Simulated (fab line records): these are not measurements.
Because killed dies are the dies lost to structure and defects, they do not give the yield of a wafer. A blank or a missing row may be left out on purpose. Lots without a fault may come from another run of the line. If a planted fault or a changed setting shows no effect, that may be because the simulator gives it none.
Tool commonality check -- flow nand_harc -- 12 lots and 36 wafers in the sample

== THE REASON FOR OPENING IT ==
Flagged at NHARC_THIN_TSV_THK_MEAS_02: reading thk_nm, on 3 of 12 lots. No-fault wafers: 2973 nm, standard deviation 220.
Rule: a lot is flagged in two cases, either no wafer of it has a number, or all its wafers with numbers fall more than 4 standard deviations from that mean. The rest of the lots are taken to be sound.

lot,measured,on,"thk_nm (nm), wafer by wafer",flag
L417,day 18 18:56,film_metro-01,3182 2452 2894,
L418,day 18 22:32,film_metro-02,2754 2916 3105,
L419,day 19 03:35,film_metro-01,3292 2938 3298,
L423,day 19 21:14,film_metro-01,3056 3044 2850,
L425,day 20 15:53,film_metro-02,5913 6137 5903,FLAGGED
L424,day 20 17:05,film_metro-01,5733 6069 6239,FLAGGED
L426,day 21 02:08,film_metro-01,5894 5991 5784,FLAGGED
L434,day 23 11:22,film_metro-01,3122 3410 3464,
L435,day 24 03:07,film_metro-02,2958 2916 2925,
L437,day 24 04:19,film_metro-02,2915 3158 2994,
L438,day 24 05:31,film_metro-01,3276 2871 3245,
L436,day 24 11:40,film_metro-01,2820 3031 2626,
On average the flagged lots' numbers are 5963 nm, which is +2990 nm against the usual, or +14 standard deviations.

== WHICH TOOL RAN EACH LOT ==
3 process steps preceding the reading are held in the record, out of 1159 steps in the route. Cell contents, in order: the tool; ch with the chambers the sampled wafers went through; the start.
lot,flag,NHARC_A_BONDPAD_DEP_00,NHARC_A_BONDPAD_ETCH_24,NHARC_THIN_TSV_CMP_01
L417,,"pecvd-02 ch 0,2, day 18 02:05","rie_diel-02 ch 0,1,3, day 18 18:42 or earlier","cmp-02 ch 0,2,3, day 18 18:42"
L418,,"pecvd-01 ch 1,2, day 18 05:56","rie_diel-05 ch 0,1,3, day 18 22:16 or earlier","cmp-01 ch 1,2,3, day 18 22:16"
L419,,"pecvd-02 ch 0,1,2, day 18 09:28","rie_diel-02 ch 0,3, day 19 03:20 or earlier","cmp-01 ch 1,3, day 19 03:20"
L423,,"pecvd-02 ch 0,1, day 19 04:56","rie_diel-02 ch 1,2, day 19 20:58 or earlier","cmp-02 ch 1,2, day 19 20:58"
L425,FLAGGED,"pecvd-01 ch 0,2, day 20 01:32 or earlier","rie_diel-02 ch 0,2,3, day 20 15:37 or earlier","cmp-03 ch 0,1,3, day 20 15:37"
L424,FLAGGED,"pecvd-02 ch 0,2, day 20 00:29","rie_diel-02 ch 2,3, day 20 16:53 or earlier","cmp-02 ch 1,2,3, day 20 16:53"
L426,FLAGGED,"pecvd-01 ch 1,2, day 20 10:33","rie_diel-05 ch 0,1,3, day 21 01:53 or earlier","cmp-03 ch 1,2,3, day 21 01:53"
L434,,"pecvd-03 ch 0,1, day 22 19:59","rie_diel-02 ch 0,1,3, day 23 11:06 or earlier","cmp-03 ch 0,1,2, day 23 11:06"
L435,,"pecvd-01 ch 1,2, day 23 01:52","rie_diel-02 ch 0,3, day 24 02:53 or earlier","cmp-01 ch 1,3, day 24 02:53"
L437,,"pecvd-01 ch 1, day 23 05:56","rie_diel-02 ch 1,2,3, day 24 04:03 or earlier","cmp-02 ch 0,1,3, day 24 04:03"
L438,,"pecvd-02 ch 1,2, day 23 09:08","rie_diel-07 ch 0,2,3, day 24 05:16 or earlier","cmp-03 ch 0,1, day 24 05:16"
L436,,"pecvd-02 ch 0,2, day 23 18:29","rie_diel-02 ch 0,2, day 24 11:24 or earlier","cmp-03 ch 1,2,3, day 24 11:24"
What the steps here do:
- NHARC_A_BONDPAD_DEP_00: deposits SiCN, target thk 250 nm.
- NHARC_A_BONDPAD_ETCH_24: etches the open film in CF4/N2, target depth 30 nm, time 72.99 s.
- NHARC_THIN_TSV_CMP_01: polishes.
- NHARC_THIN_TSV_THK_MEAS_02: measures by ir.

== FLAGGED OVER TOTAL, TOOL BY TOOL (the gauges that took the reading come last) ==
step,tool,lots run,flagged,share of the flagged lots,sound lots run after its first flagged lot
NHARC_A_BONDPAD_DEP_00,pecvd-01,5,2,some,"2 (L435,L437)"
NHARC_A_BONDPAD_DEP_00,pecvd-02,6,1,some,"2 (L438,L436)"
NHARC_A_BONDPAD_DEP_00,pecvd-03,1,0,none,-
NHARC_A_BONDPAD_ETCH_24,rie_diel-02,9,2,some,"4 (L434,L435,L437,L436)"
NHARC_A_BONDPAD_ETCH_24,rie_diel-05,2,1,some,0
NHARC_A_BONDPAD_ETCH_24,rie_diel-07,1,0,none,-
NHARC_THIN_TSV_CMP_01,cmp-01,3,0,none,-
NHARC_THIN_TSV_CMP_01,cmp-02,4,1,some,1 (L437)
NHARC_THIN_TSV_CMP_01,cmp-03,5,2,some,"3 (L434,L438,L436)"
NHARC_THIN_TSV_THK_MEAS_02,film_metro-01,8,2,some,"3 (L434,L438,L436)"
NHARC_THIN_TSV_THK_MEAS_02,film_metro-02,4,1,some,"2 (L435,L437)"
NHARC_A_BONDPAD_DEP_00 gives no start for some lots, so the hours and the order of its lots are those of NHARC_A_BONDPAD_CD_MEAS_09. NHARC_A_BONDPAD_ETCH_24 gives no start for some lots, so the hours and the order of its lots are those of NHARC_THIN_TSV_CMP_01.

== THE TABLE: WHAT IT ALLOWS ==
No row of the table ran every flagged lot.

== WHAT THE SIMULATOR HAD PUT IN ==
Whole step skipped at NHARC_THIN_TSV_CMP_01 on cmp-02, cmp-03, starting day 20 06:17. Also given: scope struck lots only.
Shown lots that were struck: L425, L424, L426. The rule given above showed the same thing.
